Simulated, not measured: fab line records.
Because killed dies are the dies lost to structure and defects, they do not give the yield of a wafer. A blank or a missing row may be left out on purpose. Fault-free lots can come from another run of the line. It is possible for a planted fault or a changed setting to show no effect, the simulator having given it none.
Matching of chambers | flow n5 finfet | 4 sister chambers for N5_BEOL_M0_SAQP_STRIP_75 on rie diel-01
The step strips in CF4. 14 wafers are shown with their chamber, then 7 later ones without.

WAFERS, EACH WITH ITS CHAMBER
wafer  | chamber | drypump motor current A (A) | showerhead plenum p Torr (Torr) | throttle valve pct (%)
L077.1 | 3       | 4.9                         | 1.84                            | 13.67
L077.3 | 2       | 6.4                         | 1.86                            | 13.86
L077.5 | 2       | 6.4                         | 1.86                            | 13.85
L079.1 | 1       | 5.8                         | 1.90                            | 13.27
L079.4 | 0       | 6.0                         | 1.84                            | 13.84
L079.6 | 0       | 6.0                         | 1.84                            | 13.84
L080.1 | 2       | 6.3                         | 1.86                            | 13.87
L080.3 | 3       | 4.8                         | 1.84                            | 13.68
L080.6 | 1       | 5.8                         | 1.90                            | 13.27
L085.2 | 2       | 6.3                         | 1.85                            | 13.89
L085.4 | 2       | 6.3                         | 1.85                            | 13.90
L085.6 | 1       | 5.8                         | 1.89                            | 13.30
L091.4 | 1       | 5.8                         | 1.89                            | 13.32
L091.5 | 3       | 4.9                         | 1.84                            | 13.15

SIGNATURES (means of the wafers above)
reading                  | chamber 0 | chamber 1 | chamber 2 | chamber 3 | scatter within a chamber
drypump motor current A  | 6.000     | 5.800     | 6.340     | 4.867     | 0.0432
showerhead plenum p Torr | 1.8400    | 1.8950    | 1.8560    | 1.8400    | 0.00469
throttle valve pct       | 13.8400   | 13.2900   | 13.8740   | 13.5000   | 0.137
Rule: for a wafer and a chamber, the distance is found by dividing, reading by reading, the gap between the wafer's reading and the chamber's mean by the reading's scatter, squaring, summing and taking the root. The wafer belongs to the nearest chamber; if the next one is less than 2 further off, it can't be placed. The scatter is the square root of a quotient: the sum, over the shown wafers, of each reading's squared deviation from its chamber's mean, divided by wafers minus chambers.

WAFERS WITHOUT THEIR CHAMBER
wafer  | drypump motor current A (A) | showerhead plenum p Torr (Torr) | throttle valve pct (%)
L091.6 | 6.3                         | 1.85                            | 13.93
L094.2 | 6.0                         | 1.83                            | 13.31
L094.3 | 5.8                         | 1.89                            | 13.33
L094.4 | 4.9                         | 1.83                            | 13.17
L095.1 | 6.0                         | 1.83                            | 13.32
L095.3 | 6.3                         | 1.85                            | 13.95
L095.4 | 4.9                         | 1.83                            | 13.17

WHICH CHAMBER EACH ONE RAN IN
wafer  | from the rows above | in truth
L091.6 | 2                   | 2
L094.2 | 0                   | 0
L094.3 | 1                   | 1
L094.4 | 3                   | 3
L095.1 | 0                   | 0
L095.3 | 2                   | 2
L095.4 | 3                   | 3
Placed correctly: 7 of 7. Number that these rows cannot place: 0. Number placed wrongly: 0.
